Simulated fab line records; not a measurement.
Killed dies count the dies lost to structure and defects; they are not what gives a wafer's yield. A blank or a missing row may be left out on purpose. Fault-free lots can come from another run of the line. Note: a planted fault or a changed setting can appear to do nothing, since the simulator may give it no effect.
Comparing a struck lot with a sound one :: flow nand-harc :: 14 out of 1302 route steps
Sound: wafers L757.1, L757.2, L757.4. Struck: wafer L762.1 (L762.2, L762.3, from the same lot, were not struck and are left out); the cause is given at the end.
For every step that has rows: the tool of each side, followed by ch and its chambers, followed by its first start. Under that, the readings that differ: sound wafers :: struck wafers :: difference of the means :: sigmas: that difference in standard deviations of wafers without a fault.
alike: readings whose means differ by less than 2 such deviations, and words and numbers that are the same on both sides. not compared: withheld readings, readings that some wafer has no value for, bounds like >300 that may hide the same value, and numbers for which the record gives no deviation and whose values overlap.
A row with sigmas, a row that says differs or no value, or rows on one side alone: a step with any of these is where the two part. When numbers do not overlap yet have no deviation, they are printed without sigmas and do not part them. Lack of a reading on every wafer of one side parts them only where that side has two or more wafers.

first, 1 step without rows for these wafers: NHARC_A_CONTACT_ETCH_134 (etches the open film in C4F8/O2/Ar, time 140 s, target depth 700 nm).
NHARC_A_CONTACT_ETCH_135: etches the open film in C4F8/O2/Ar, time 311 s, target depth 1912 nm.
  sound on har-cap-etch-02 ch 0,1, day 24 10:11; struck on har-cap-etch-03 ch 0, day 26 04:59
  not compared: rf-hours-counter-h, run-length-s
NHARC_A_CONTACT_ETCH_136: etches the open film in C4F8/O2/Ar, time 311 s, target depth 1912 nm.
  sound on har-cap-etch-02 ch 0,1, day 24 10:27; struck on har-cap-etch-03 ch 0, day 26 05:15
  not compared: rf-hours-counter-h, run-length-s
then, 1 step without rows for these wafers: NHARC_A_CONTACT_ETCH_137 (etches the open film in C4F8/O2/Ar, time 311 s, target depth 1912 nm).
NHARC_A_CONTACT_ETCH_138: etches the open film in C4F8/O2/Ar, time 311 s, target depth 1914 nm.
  sound on har-cap-etch-02 ch 0,1, day 24 10:59; struck on har-cap-etch-03 ch 0, day 26 05:47
  not compared: rf-hours-counter-h, run-length-s
NHARC_A_CONTACT_ETCH_139: etches the open film in C4F8/O2/Ar, time 195 s, target depth 840 nm.
  sound on har-cap-etch-02 ch 0,1, day 24 11:16; struck on har-cap-etch-03 ch 0, day 26 06:04
  alike: run-length-s
  not compared: rf-hours-counter-h
then, 1 step without rows for these wafers: NHARC_A_CONTACT_ETCH_92 (etches the open film in CH3F/O2, target depth 40 nm, time 85.7 s).
NHARC_A_CONTACT_ETCH_98: etches the open film in C4F6/O2, target depth 20 nm, time 10 s.
  sound on rie-diel-08 ch 0,1,2; struck on rie-diel-08 ch 0
reading: rf-hours-counter-h (h)
sound: 1 1 1
struck: 10
difference: +9
sigmas: 

reading: throttle-valve-pct (%)
sound: 26.925 26.903 26.903
struck: 26.893
difference: -0.017
sigmas: -2
  alike: drypump-motor-current-A, oes-product-au, rf-vpp-V, run-length-s, showerhead-plenum-p-Torr
NHARC_A_CONTACT_CD_MEAS_15:
  sound: cd-sem-01 at day 24 12:02; struck: cd-sem-03 at day 26 06:50
  alike: cd-nm
then, 3 steps without rows for these wafers: NHARC_A_CONTACT_STRIP_107 (strips in N2/H2); NHARC_A_CONTACT_STRIP_108 (strips in CF4/CHF3); NHARC_A_CONTACT_STRIP_109 (strips in O2/COS).
NHARC_A_CONTACT_ETCH_110: etches the open film in CF4/O2, target depth 60 nm, overetch 6 nm, time 33 s.
  sound on rie-diel-08 ch 1,2,3, day 24 12:19; struck on rie-diel-08 ch 1, day 26 07:08
reading: rf-hours-counter-h (h)
sound: 1 1 1
struck: 8
difference: +7
sigmas: 

reading: run-length-s (s)
sound: 54.19 54.33 54.26
struck: 49.78
difference: -4.48
sigmas: -15
  alike: drypump-motor-current-A, oes-product-au, rf-vpp-V, showerhead-plenum-p-Torr, throttle-valve-pct
then, 1 step without rows for these wafers: NHARC_A_CONTACT_STRIP_26 (strips in O2).

WHERE THEY PART
Earliest at NHARC_A_CONTACT_ETCH_98; latest, in this record, at NHARC_A_CONTACT_ETCH_110.

WHY: whatever the simulator had introduced
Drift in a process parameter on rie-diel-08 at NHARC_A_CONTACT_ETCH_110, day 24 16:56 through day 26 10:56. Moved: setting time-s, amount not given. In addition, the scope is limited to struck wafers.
